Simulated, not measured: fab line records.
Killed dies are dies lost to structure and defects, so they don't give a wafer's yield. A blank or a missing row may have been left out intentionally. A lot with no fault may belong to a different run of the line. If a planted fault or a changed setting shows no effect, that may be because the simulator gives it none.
Which tool was responsible? || flow nand_harc || Sampling: 13 lots, 39 wafers, 5 of 1159 route steps

== WHAT THE GAUGES SHOWED, per wafer ==
NHARC_END_SORT_01.
{"lot": "L672", "measured": "day 24 07:11", "on": "prober-01", "killed_at_array": "33 39 119", "killed_at_other": "2 0 2", "killed_at_periphery": "7 8 7", "killed_dies": "42 47 128", "killed_open": "5 2 2", "killed_short": "1 3 3"}

== EACH LOT AND THE TOOL THAT RAN IT (in order: tool; ch and the chambers of the sampled wafers; start) ==
{"lot": "L652", "NHARC_A_CONTACT_STRIP_108": "rie_diel-03 ch 0,2,3, day 17 02:48", "NHARC_THIN_TSV_DESCUM_14": "rie_diel-02 ch 0,2,3, day 18 11:44", "NHARC_THIN_TSV_CMP_21": "cmp-03 ch 0,1,2, day 18 16:00", "NHARC_THIN_TSV_ETCH_36": "rie_metal-03 ch 1, day 18 17:58"}
{"lot": "L654", "NHARC_A_CONTACT_STRIP_108": "rie_diel-03 ch 0,2,3, day 17 07:29", "NHARC_THIN_TSV_DESCUM_14": "rie_diel-10 ch 0,2,3, day 18 23:29", "NHARC_THIN_TSV_CMP_21": "cmp-02 ch 0,2, day 19 03:37", "NHARC_THIN_TSV_ETCH_36": "rie_metal-01 ch 0,1, day 19 05:47"}
{"lot": "L653", "NHARC_A_CONTACT_STRIP_108": "rie_diel-08 ch 0,2,3, day 17 15:55", "NHARC_THIN_TSV_DESCUM_14": "rie_diel-10 ch 1,2,3, day 19 06:58", "NHARC_THIN_TSV_CMP_21": "cmp-02 ch 0,1,3, day 19 11:08", "NHARC_THIN_TSV_ETCH_36": "rie_metal-02 ch 0,1, day 19 13:19"}
{"lot": "L656", "NHARC_A_CONTACT_STRIP_108": "rie_diel-06 ch 0,1,3, day 17 21:11", "NHARC_THIN_TSV_DESCUM_14": "rie_diel-10 ch 0,2,3, day 19 14:17", "NHARC_THIN_TSV_CMP_21": "cmp-04 ch 0,1,2, day 19 18:51", "NHARC_THIN_TSV_ETCH_36": "rie_metal-03 ch 0,1, day 19 20:49"}
{"lot": "L655", "NHARC_A_CONTACT_STRIP_108": "rie_diel-06 ch 2,3, day 17 23:56", "NHARC_THIN_TSV_DESCUM_14": "rie_diel-10 ch 2,3, day 19 12:57", "NHARC_THIN_TSV_CMP_21": "cmp-04 ch 1,2,3, day 19 17:14", "NHARC_THIN_TSV_ETCH_36": "rie_metal-01 ch 0,1, day 19 19:26"}
{"lot": "L657", "NHARC_A_CONTACT_STRIP_108": "rie_diel-03 ch 0,2,3, day 18 02:32", "NHARC_THIN_TSV_DESCUM_14": "rie_diel-02 ch 0,2,3, day 19 19:24", "NHARC_THIN_TSV_CMP_21": "cmp-03 ch 1,2,3, day 19 23:58", "NHARC_THIN_TSV_ETCH_36": "rie_metal-02 ch 0,1, day 20 02:04"}
{"lot": "L658", "NHARC_A_CONTACT_STRIP_108": "rie_diel-08 ch 2,3, day 18 19:11", "NHARC_THIN_TSV_DESCUM_14": "rie_diel-02 ch 1,2,3, day 20 22:46", "NHARC_THIN_TSV_CMP_21": "cmp-02 ch 1,2,3, day 21 03:22", "NHARC_THIN_TSV_ETCH_36": "rie_metal-01 ch 0,1, day 21 05:30"}
{"lot": "L659", "NHARC_A_CONTACT_STRIP_108": "rie_diel-03 ch 0,1, day 19 08:47", "NHARC_THIN_TSV_DESCUM_14": "rie_diel-07 ch 0,1, day 21 01:19", "NHARC_THIN_TSV_CMP_21": "cmp-02 ch 0,2,3, day 21 05:28", "NHARC_THIN_TSV_ETCH_36": "rie_metal-03 ch 0,1, day 21 07:29"}
{"lot": "L661", "NHARC_A_CONTACT_STRIP_108": "rie_diel-08 ch 1,2,3, day 19 10:19", "NHARC_THIN_TSV_DESCUM_14": "rie_diel-02 ch 0,3, day 21 00:00", "NHARC_THIN_TSV_CMP_21": "cmp-02 ch 0,1, day 21 04:23", "NHARC_THIN_TSV_ETCH_36": "rie_metal-02 ch 0,1, day 21 06:34"}
{"lot": "L662", "NHARC_A_CONTACT_STRIP_108": "rie_diel-06 ch 0,2,3, day 19 21:07", "NHARC_THIN_TSV_DESCUM_14": "rie_diel-02 ch 0,3, day 21 06:50", "NHARC_THIN_TSV_CMP_21": "cmp-03 ch 0,2,3, day 21 11:08", "NHARC_THIN_TSV_ETCH_36": "rie_metal-03 ch 0,1, day 21 13:17"}
{"lot": "L660", "NHARC_A_CONTACT_STRIP_108": "rie_diel-08 ch 0,1,3, day 20 02:40", "NHARC_THIN_TSV_DESCUM_14": "rie_diel-10 ch 0,2,3, day 21 11:54", "NHARC_THIN_TSV_CMP_21": "cmp-04 ch 2,3, day 21 16:12", "NHARC_THIN_TSV_ETCH_36": "rie_metal-01 ch 0,1, day 21 18:20"}
{"lot": "L663", "NHARC_A_CONTACT_STRIP_108": "rie_diel-03 ch 0,3, day 20 08:22", "NHARC_THIN_TSV_DESCUM_14": "rie_diel-02 ch 1,2,3, day 21 16:41", "NHARC_THIN_TSV_CMP_21": "cmp-02 ch 0,2,3, day 21 20:51", "NHARC_THIN_TSV_ETCH_36": "rie_metal-02 ch 0,1, day 21 22:59"}
{"lot": "L672", "NHARC_A_CONTACT_STRIP_108": "rie_diel-03 ch 1,2,3, day 22 06:56", "NHARC_THIN_TSV_DESCUM_14": "rie_diel-10 ch 0,2, day 23 13:29", "NHARC_THIN_TSV_CMP_21": "cmp-04 ch 1,2, day 23 18:43", "NHARC_THIN_TSV_ETCH_36": "rie_metal-02 ch 0,1, day 23 20:44"}
- NHARC_A_CONTACT_STRIP_108: strips in CF4/CHF3.
- NHARC_THIN_TSV_DESCUM_14: chemistry O2, time 3 s.
- NHARC_THIN_TSV_CMP_21: polishes, t overpolish 30 s, target thk 2000 nm.
- NHARC_THIN_TSV_ETCH_36: etches the open film in Cl2/BCl3, target depth 65 nm, time 18.571 s.

== WHAT THE TOOLS THEMSELVES READ (means of the sampled wafers that have a number; where no wafer has one, the mark that the record gives instead) ==
NHARC_THIN_TSV_DESCUM_14.
{"lot": "L652", "tool": "rie_diel-02", "drypump_motor_current_A (A)": 5.3, "oes_product_au (a.u.)": 1.008, "rf_vpp_V (V)": 58.0, "showerhead_plenum_p_Torr (Torr)": 1.91, "throttle_valve_pct (%)": 11.321}
{"lot": "L654", "tool": "rie_diel-10", "drypump_motor_current_A (A)": 5.9, "oes_product_au (a.u.)": 1.000, "rf_vpp_V (V)": 57.0, "showerhead_plenum_p_Torr (Torr)": 1.88, "throttle_valve_pct (%)": 11.311}
{"lot": "L653", "tool": "rie_diel-10", "drypump_motor_current_A (A)": 5.9, "oes_product_au (a.u.)": 1.000, "rf_vpp_V (V)": 58.1, "showerhead_plenum_p_Torr (Torr)": 1.91, "throttle_valve_pct (%)": 11.309}
{"lot": "L656", "tool": "rie_diel-10", "drypump_motor_current_A (A)": 5.9, "oes_product_au (a.u.)": 1.008, "rf_vpp_V (V)": 57.7, "showerhead_plenum_p_Torr (Torr)": 1.88, "throttle_valve_pct (%)": 11.301}
{"lot": "L655", "tool": "rie_diel-10", "drypump_motor_current_A (A)": 6.0, "oes_product_au (a.u.)": 0.994, "rf_vpp_V (V)": 58.6, "showerhead_plenum_p_Torr (Torr)": 1.91, "throttle_valve_pct (%)": 11.311}
{"lot": "L657", "tool": "rie_diel-02", "drypump_motor_current_A (A)": 5.3, "oes_product_au (a.u.)": 1.007, "rf_vpp_V (V)": 57.8, "showerhead_plenum_p_Torr (Torr)": 1.91, "throttle_valve_pct (%)": 11.307}
{"lot": "L658", "tool": "rie_diel-02", "drypump_motor_current_A (A)": 5.7, "oes_product_au (a.u.)": 0.987, "rf_vpp_V (V)": 59.1, "showerhead_plenum_p_Torr (Torr)": 1.89, "throttle_valve_pct (%)": 11.302}
{"lot": "L659", "tool": "rie_diel-07", "drypump_motor_current_A (A)": 5.6, "oes_product_au (a.u.)": 0.996, "rf_vpp_V (V)": 57.0, "showerhead_plenum_p_Torr (Torr)": 1.88, "throttle_valve_pct (%)": 11.313}
{"lot": "L661", "tool": "rie_diel-02", "drypump_motor_current_A (A)": 5.1, "oes_product_au (a.u.)": 1.012, "rf_vpp_V (V)": 57.5, "showerhead_plenum_p_Torr (Torr)": 1.84, "throttle_valve_pct (%)": 11.313}
{"lot": "L662", "tool": "rie_diel-02", "drypump_motor_current_A (A)": 5.3, "oes_product_au (a.u.)": 1.004, "rf_vpp_V (V)": 57.9, "showerhead_plenum_p_Torr (Torr)": 1.86, "throttle_valve_pct (%)": 11.314}
{"lot": "L660", "tool": "rie_diel-10", "drypump_motor_current_A (A)": 6.0, "oes_product_au (a.u.)": 1.009, "rf_vpp_V (V)": 57.9, "showerhead_plenum_p_Torr (Torr)": 1.88, "throttle_valve_pct (%)": 11.309}
{"lot": "L663", "tool": "rie_diel-02", "drypump_motor_current_A (A)": 5.7, "oes_product_au (a.u.)": 0.995, "rf_vpp_V (V)": 57.8, "showerhead_plenum_p_Torr (Torr)": 1.89, "throttle_valve_pct (%)": 11.311}
{"lot": "L672", "tool": "rie_diel-10", "drypump_motor_current_A (A)": 5.9, "oes_product_au (a.u.)": 0.993, "rf_vpp_V (V)": 58.1, "showerhead_plenum_p_Torr (Torr)": 1.84, "throttle_valve_pct (%)": 11.318}

NHARC_THIN_TSV_CMP_21.
{"lot": "L652", "tool": "cmp-03", "edge_zone_pressure_frac": 0.999, "motor_current_A (A)": 12.3, "overpolish_run_s (s)": 29.996}
{"lot": "L654", "tool": "cmp-02", "edge_zone_pressure_frac": 1.000, "motor_current_A (A)": 13.1, "overpolish_run_s (s)": 30.004}
{"lot": "L653", "tool": "cmp-02", "edge_zone_pressure_frac": 1.002, "motor_current_A (A)": 10.9, "overpolish_run_s (s)": 29.996}
{"lot": "L656", "tool": "cmp-04", "edge_zone_pressure_frac": 0.999, "motor_current_A (A)": 12.0, "overpolish_run_s (s)": 30.006}
{"lot": "L655", "tool": "cmp-04", "edge_zone_pressure_frac": 0.998, "motor_current_A (A)": 12.0, "overpolish_run_s (s)": 29.999}
{"lot": "L657", "tool": "cmp-03", "edge_zone_pressure_frac": 0.996, "motor_current_A (A)": 12.1, "overpolish_run_s (s)": 29.994}
{"lot": "L658", "tool": "cmp-02", "edge_zone_pressure_frac": 1.000, "motor_current_A (A)": 12.0, "overpolish_run_s (s)": 30.001}
{"lot": "L659", "tool": "cmp-02", "edge_zone_pressure_frac": 1.001, "motor_current_A (A)": 11.7, "overpolish_run_s (s)": 29.989}
{"lot": "L661", "tool": "cmp-02", "edge_zone_pressure_frac": 0.998, "motor_current_A (A)": 11.6, "overpolish_run_s (s)": 30.005}
{"lot": "L662", "tool": "cmp-03", "edge_zone_pressure_frac": 1.002, "motor_current_A (A)": 11.5, "overpolish_run_s (s)": 30.000}
{"lot": "L660", "tool": "cmp-04", "edge_zone_pressure_frac": 0.998, "motor_current_A (A)": 11.6, "overpolish_run_s (s)": 29.997}
{"lot": "L663", "tool": "cmp-02", "edge_zone_pressure_frac": 1.003, "motor_current_A (A)": 11.6, "overpolish_run_s (s)": 30.005}
{"lot": "L672", "tool": "cmp-04", "edge_zone_pressure_frac": 1.007, "motor_current_A (A)": 11.7, "overpolish_run_s (s)": 29.996}

NHARC_THIN_TSV_ETCH_36.
{"lot": "L652", "tool": "rie_metal-03", "drypump_motor_current_A (A)": 5.81, "oes_product_au (a.u.)": 0.994}
{"lot": "L654", "tool": "rie_metal-01", "drypump_motor_current_A (A)": 5.59, "oes_product_au (a.u.)": 0.997}
{"lot": "L653", "tool": "rie_metal-02", "drypump_motor_current_A (A)": 5.76, "oes_product_au (a.u.)": 1.005}
{"lot": "L656", "tool": "rie_metal-03", "drypump_motor_current_A (A)": 5.96, "oes_product_au (a.u.)": 0.996}
{"lot": "L655", "tool": "rie_metal-01", "drypump_motor_current_A (A)": 5.58, "oes_product_au (a.u.)": 0.999}
{"lot": "L657", "tool": "rie_metal-02", "drypump_motor_current_A (A)": 5.76, "oes_product_au (a.u.)": 0.997}
{"lot": "L658", "tool": "rie_metal-01", "drypump_motor_current_A (A)": 5.57, "oes_product_au (a.u.)": 0.994}
{"lot": "L659", "tool": "rie_metal-03", "drypump_motor_current_A (A)": 6.09, "oes_product_au (a.u.)": 0.997}
{"lot": "L661", "tool": "rie_metal-02", "drypump_motor_current_A (A)": 5.84, "oes_product_au (a.u.)": 0.992}
{"lot": "L662", "tool": "rie_metal-03", "drypump_motor_current_A (A)": 6.09, "oes_product_au (a.u.)": 1.000}
{"lot": "L660", "tool": "rie_metal-01", "drypump_motor_current_A (A)": 5.57, "oes_product_au (a.u.)": 1.005}
{"lot": "L663", "tool": "rie_metal-02", "drypump_motor_current_A (A)": 5.85, "oes_product_au (a.u.)": 0.987}
{"lot": "L672", "tool": "rie_metal-02", "drypump_motor_current_A (A)": 5.83, "oes_product_au (a.u.)": 0.987}

== THE ANSWER, worked out from the rows above alone ==
Rule: the usual values come from the lots themselves. Put in order of their means at a reading, lots are off if they are a third of the lots or fewer, leave a main group of 4 or more, and stand apart from it by a gap of 3 or more times the standard deviation of the main group's means; of several such gaps the widest counts. The tables above print the reading to a certain number of digits; a main group whose means all agree to those digits is not used. A lot without any number at a reading at which 4 lots or more have one is off too. The other lots that the step has rows for count as sound. After the gauges, taken in route order, come the tools' own readings; for these a lot's mean is taken, as printed above. At the first step where some lot is off, the reading lying furthest off is the one used; lots without a number count as furthest.
No lot is off at any reading shown: from this, nothing can be told.

== WHAT THE SIMULATOR HAD PUT IN ==
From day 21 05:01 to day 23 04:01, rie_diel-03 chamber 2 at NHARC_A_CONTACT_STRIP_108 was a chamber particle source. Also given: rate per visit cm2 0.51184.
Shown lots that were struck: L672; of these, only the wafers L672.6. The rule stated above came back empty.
